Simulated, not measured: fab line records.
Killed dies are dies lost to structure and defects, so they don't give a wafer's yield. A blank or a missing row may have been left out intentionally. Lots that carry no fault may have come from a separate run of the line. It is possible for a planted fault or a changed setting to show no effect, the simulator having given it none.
Matching of chambers	flow nand harc	4 sister chambers for NHARC_A_CHANNEL_FILL_D1_ETCHBACK_20 on rie diel-10
The step etches the open film in C4F8/O2/Ar, target depth 27 nm, time 13.5 s. 4 wafers are shown with their chamber, then 8 later ones without.

== WAFERS WITH THEIR CHAMBER ==
wafer	chamber	rf vpp V (V)
L084.5	1	972
L091.4	0	977
L091.6	3	969
L092.1	2	983

== WAFERS WITH NO CHAMBER GIVEN ==
wafer	rf vpp V (V)
L092.2	976
L092.3	971
L096.1	972
L096.2	976
L096.6	977
L097.2	976
L097.3	983
L097.6	976

== THE CHAMBER EACH PASSED THROUGH ==
wafer	from the rows above	in truth
L092.2	0	0
L092.3	can't be placed: 1 or 3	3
L096.1	1	1
L096.2	0	0
L096.6	0	0
L097.2	0	0
L097.3	2	2
L097.6	0	0
7 of 8 placed correctly. Unplaceable from these rows: 1, with the true chamber sitting among the candidates in 1. Number placed wrongly: 0.
How it was worked out, from the rows above alone: a wafer's distance from a chamber is the root of the sum, over the readings, of the square of ((its reading less the chamber's mean) divided by the reading's scatter). If the next closest chamber is less than 2 further off than the closest, the wafer can't be placed; otherwise it belongs to the closest. The mean given for a chamber averages the wafers shown for that chamber. The scatter (one wafer shown for each chamber): square how far every hidden wafer sits from the nearest shown wafer, average those squares and take the square root.
